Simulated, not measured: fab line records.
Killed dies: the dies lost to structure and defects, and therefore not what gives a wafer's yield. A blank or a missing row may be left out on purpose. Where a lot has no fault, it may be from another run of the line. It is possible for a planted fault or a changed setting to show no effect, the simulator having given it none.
Lot-split experiment ; flow n5-finfet ; on a route of 1938 steps: 7 lots, 21 wafers read

## THE SPLIT
At N5_DUMMY_GATE_ETCH_31 (etches SiO2 in C4F6/O2, target depth 82.5 nm, time 27.5 s), the setting target-depth-a was moved away from the recipe's 825 angstrom on 8 of the 21 wafers read, by -11.6% to +3.6%. This setting was run at the recipe's value on the other wafers.

The split's own step is where the reading is taken.

## THE READING
etch.depth-nm (the simulator's own value, which no gauge read), in nm, at N5_DUMMY_GATE_ETCH_31 (etches SiO2 in C4F6/O2, target depth 82.5 nm, time 27.5 s). The file does not state a usual value for it. Here, 13 wafers ran the recipe; their average is 82.78 nm with a standard deviation of 1.3 nm.

wafer;tool, chamber at the split;target-depth-a as run, angstrom;against the recipe;etch.depth-nm, nm;against lot-mates on the recipe
L076.3;rie-diel-03, 3;825;recipe;82.79;-
L076.4;rie-diel-03, 1;854.3;+3.6%;83.93;+1.14
L076.6;rie-diel-03, 2;854.3;+3.6%;87.14;+4.35
L077.1;rie-diel-05, 2;825;recipe;82.47;-
L077.2;rie-diel-05, 3;733.8;-11.1%;73.6;-8.72
L077.5;rie-diel-05, 0;825;recipe;82.17;-
L085.1;rie-diel-06, 2;825;recipe;84.64;-
L085.4;rie-diel-06, 0;825;recipe;81.95;-
L085.5;rie-diel-06, 3;825;recipe;82.99;-
L088.1;rie-diel-06, 0;825;recipe;82.29;-
L088.4;rie-diel-06, 2;825;recipe;84.28;-
L088.5;rie-diel-06, 0;748.3;-9.3%;74.31;-8.97
L092.1;rie-diel-03, 1;825;recipe;79.2;-
L092.2;rie-diel-03, 0;767.9;-6.9%;77.98;-1.22
L092.3;rie-diel-03, 2;767.9;-6.9%;77.32;-1.88
L093.1;rie-diel-05, 3;728.9;-11.6%;74.1;-9.34
L093.3;rie-diel-05, 1;728.9;-11.6%;72.25;-11.19
L093.6;rie-diel-05, 3;825;recipe;83.44;-
L094.2;rie-diel-03, 0;825;recipe;84.11;-
L094.5;rie-diel-03, 3;825;recipe;82.27;-
L094.6;rie-diel-03, 0;825;recipe;83.58;-

FIT RESULTS
A straight line over all 21 wafers: etch.depth-nm changes by +0.822 nm for each +1% of target-depth-a; r = +0.95; the points scatter about the line by 1.3 nm.
The same after taking each lot's own level away (the mean of its wafers on the recipe; 21 wafers): +0.779 nm for each +1%; r = +0.92; scatter 1.6 nm.
Per that fit: largest target-depth-a move, reading shift of 9.1 nm.
The span of the lots' own levels, 79.200 to 83.440 nm, comes to 3.2 times the standard deviation stated above.
Consequently the slope shifts little with the lot-to-lot level, the two slopes agreeing.
Check: -8.78 nm against its lot-mates is what the line predicts for one of the wafers moved furthest among these (-11.6%) when that wafer is left out of the fit. It came out at -9.34 nm against them.

## FURTHER SPLITS ON THESE WAFERS
Before the reading, these wafers also passed through other splits. Each is held against what the fit with the lots' levels taken away leaves over:
other split on the same wafers;wafers away from the commonest value;r with etch.depth-nm (lot level and that fit taken away)
N5_WELL_APT_COAT_02 spin-rpm;7;-0.01
N5_PMOS_HMC_CHANNEL_EPI_EXPOSE_06 dose-mj;6;+0.23
N5_PMOS_HMC_CHANNEL_EPI_PEB_07 peb-time-s;10;+0.05
N5_FIN_SAQP_ETCH_52 source-w;8;-0.04
N5_FIN_SAQP_SPACER1_ALD_24 ald-cycles;4;+0.10
N5_DUMMY_GATE_ETCH_37 source-w;9;-0.47

## THE FILE'S OWN FIT
etch.depth-nm changes by +0.79 nm for each +1% of target-depth-a, r = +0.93.
